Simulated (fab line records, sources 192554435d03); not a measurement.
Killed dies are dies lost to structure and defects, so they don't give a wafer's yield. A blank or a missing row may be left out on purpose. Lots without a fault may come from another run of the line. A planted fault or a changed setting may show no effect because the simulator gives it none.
Split-lot experiment | flow n5_finfet | 7 lots, 21 wafers read, on a route of 1938 steps

THE SPLIT
At N5_BEOL_M12_ETCH_68 (etches SOC in N2/H2, time 285 s), the setting time_s was moved away from the recipe's 285 s on 7 of the 21 wafers read, by -20.9% to +20.1%. The other wafers ran this setting at the recipe's value.

The reading is taken at the split's own step.

THE READING
SiARC_of_BEOL_M12_COAT_66.thk_nm (the simulator's own value, which no gauge read), in nm, at N5_BEOL_M12_ETCH_68 (etches SOC in N2/H2, time 285 s). The file gives no usual value for it. The 14 wafers here that ran the recipe average 85.8 nm, standard deviation 0.44 nm.

wafer  | tool, chamber at the split | time_s as run, s | against the recipe | SiARC_of_BEOL_M12_COAT_66.thk_nm, nm | against lot-mates on the recipe
L076.4 | rie_diel-03, 3,2           | 342.2            | +20.1%             | 81.2                                 | -4.8
L076.5 | rie_diel-03, 3,2           | 342.2            | +20.1%             | 81.2                                 | -4.8
L076.6 | rie_diel-03, 1             | 285              | recipe             | 86                                   | -
L075.2 | rie_diel-03, 0             | 285              | recipe             | 85.4                                 | -
L075.5 | rie_diel-03, 0             | 285              | recipe             | 85.4                                 | -
L075.6 | rie_diel-03, 3             | 285              | recipe             | 86.2                                 | -
L081.2 | rie_diel-06, 0             | 285              | recipe             | 86.4                                 | -
L081.3 | rie_diel-06, 3             | 285              | recipe             | 85.6                                 | -
L081.4 | rie_diel-06, 0             | 238              | -16.5%             | 90.2                                 | +4.2
L083.4 | rie_diel-03, 1,0           | 285              | recipe             | 86.2                                 | -
L083.6 | rie_diel-03, 1,0           | 285              | recipe             | 86.2                                 | -
L083.5 | rie_diel-03, 3             | 285              | recipe             | 86.6                                 | -
L082.1 | rie_diel-06, 0,1           | 241.7            | -15.2%             | 89.6                                 | +4.2
L082.5 | rie_diel-06, 0,1           | 241.7            | -15.2%             | 89.6                                 | +4.2
L082.3 | rie_diel-06, 2             | 285              | recipe             | 85.4                                 | -
L097.2 | rie_diel-06, 2             | 285              | recipe             | 85.2                                 | -
L097.3 | rie_diel-06, 1             | 225.7            | -20.8%             | 90                                   | +4.7
L097.5 | rie_diel-06, 2             | 285              | recipe             | 85.4                                 | -
L096.2 | rie_diel-02, 1             | 285              | recipe             | 85.4                                 | -
L096.3 | rie_diel-02, 2             | 285              | recipe             | 85.6                                 | -
L096.4 | rie_diel-02, 0             | 225.5            | -20.9%             | 90.8                                 | +5.3
Where a row lists several chambers, the file gives one row for several wafers and doesn't say which wafer went through which chamber.

THE FIT
A straight line over all 21 wafers: SiARC_of_BEOL_M12_COAT_66.thk_nm changes by -0.234 nm for each +1% of time_s; r = -0.99; the points scatter about the line by 0.44 nm.
The same after taking each lot's own level away (the mean of its wafers on the recipe; 21 wafers): -0.247 nm for each +1%; r = -0.99; scatter 0.28 nm.
On that fit, the largest move of time_s shifts the reading by 5.2 nm.
The lots' own levels span 85.30 to 86.33 nm, that is 2.3 times the standard deviation above.
So the lot-to-lot level changes the slope little: the two slopes agree.
Check: with one of the wafers moved furthest among these (-20.9%) left out of the fit, the line predicts +5.19 nm for it against its lot-mates. It came out at +5.3 nm against them.

OTHER SPLITS ON THESE WAFERS
These wafers also went through other splits before the reading. Each is held against what the fit with the lots' levels taken away leaves over:
other split on the same wafers | wafers away from the commonest value | r with SiARC_of_BEOL_M12_COAT_66.thk_nm (lot level and that fit taken away)
N5_BEOL_M8_ETCH_62 time_s      | 7                                    | +0.28
N5_BEOL_M10_COAT_64 spin_rpm   | 6                                    | -0.22
N5_BEOL_M10_EXPOSE_25 dose_mj  | 7                                    | -0.18
N5_BEOL_M12_ETCH_59 bias_w     | 10                                   | +0.19

THE FILE'S OWN FIT
SiARC_of_BEOL_M12_COAT_66.thk_nm changes by -0.247 nm for each +1% of time_s, r = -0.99.
